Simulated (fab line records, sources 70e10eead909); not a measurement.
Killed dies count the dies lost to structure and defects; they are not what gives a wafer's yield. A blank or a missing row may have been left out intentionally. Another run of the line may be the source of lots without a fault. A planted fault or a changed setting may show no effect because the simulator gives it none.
Matching of chambers	flow nand-harc	NHARC_A_CONTACT_ETCH_90 on rie-diel-11: 4 sister chambers
The step etches the open film in CH3F/O2, target depth 40 nm, time 85.7 s. 14 wafers are shown with their chamber, then 7 later ones without.

## WAFERS WITH THEIR CHAMBER
wafer	chamber	showerhead-plenum-p-Torr (Torr)	drypump-motor-current-A (A)	rf-vpp-V (V)
L082.1	1	2.38	6.2	242.4
L082.5	3	2.47	6.1	244.3
L082.6	2	2.40	6.7	243.0
L083.1	2	2.40	6.6	244.3
L083.5	0	2.28	6.2	240.9
L083.6	2	2.40	6.6	244.3
L085.1	0	2.28	6.2	241.0
L085.3	2	2.39	6.6	244.7
L085.5	0	2.28	6.2	241.9
L084.1	0	2.28	6.2	241.4
L084.3	2	2.39	6.6	242.9
L084.6	2	2.39	6.6	244.8
L088.1	2	2.39	6.6	242.6
L088.4	3	2.46	6.1	244.8

SIGNATURES (means of the wafers above)
reading	chamber 0	chamber 1	chamber 2	chamber 3	scatter within a chamber
showerhead-plenum-p-Torr	2.2800	2.3800	2.3943	2.4650	0.00471
drypump-motor-current-A	6.200	6.200	6.614	6.100	0.0293
rf-vpp-V	241.300	242.400	243.800	244.550	0.771
Rule: for each reading, subtract the chamber's mean from the wafer's reading, divide by that reading's scatter and square the result; add these up over the readings and take the root, which gives the wafer's distance from the chamber. If the next closest chamber is less than 2 further off than the closest, the wafer can't be placed; otherwise it belongs to the closest. The scatter is the square root of a quotient: the sum, over the shown wafers, of each reading's squared deviation from its chamber's mean, divided by wafers minus chambers.

## WAFERS WITHOUT THEIR CHAMBER
wafer	showerhead-plenum-p-Torr (Torr)	drypump-motor-current-A (A)	rf-vpp-V (V)
L088.5	2.46	6.1	244.4
L089.3	2.66	6.2	247.3
L089.5	2.46	6.1	244.5
L089.6	2.66	6.2	246.6
L097.1	2.36	6.2	242.9
L097.2	2.45	6.1	243.3
L097.5	2.36	6.2	242.5

## WHICH CHAMBER EACH ONE RAN IN
wafer	from the rows above	in truth
L088.5	3	3
L089.3	3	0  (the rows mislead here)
L089.5	3	3
L089.6	3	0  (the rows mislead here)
L097.1	1	1
L097.2	3	3
L097.5	1	1
Correctly placed: 5 of 7. From these rows, 0 cannot be placed. Placed wrongly: 2.
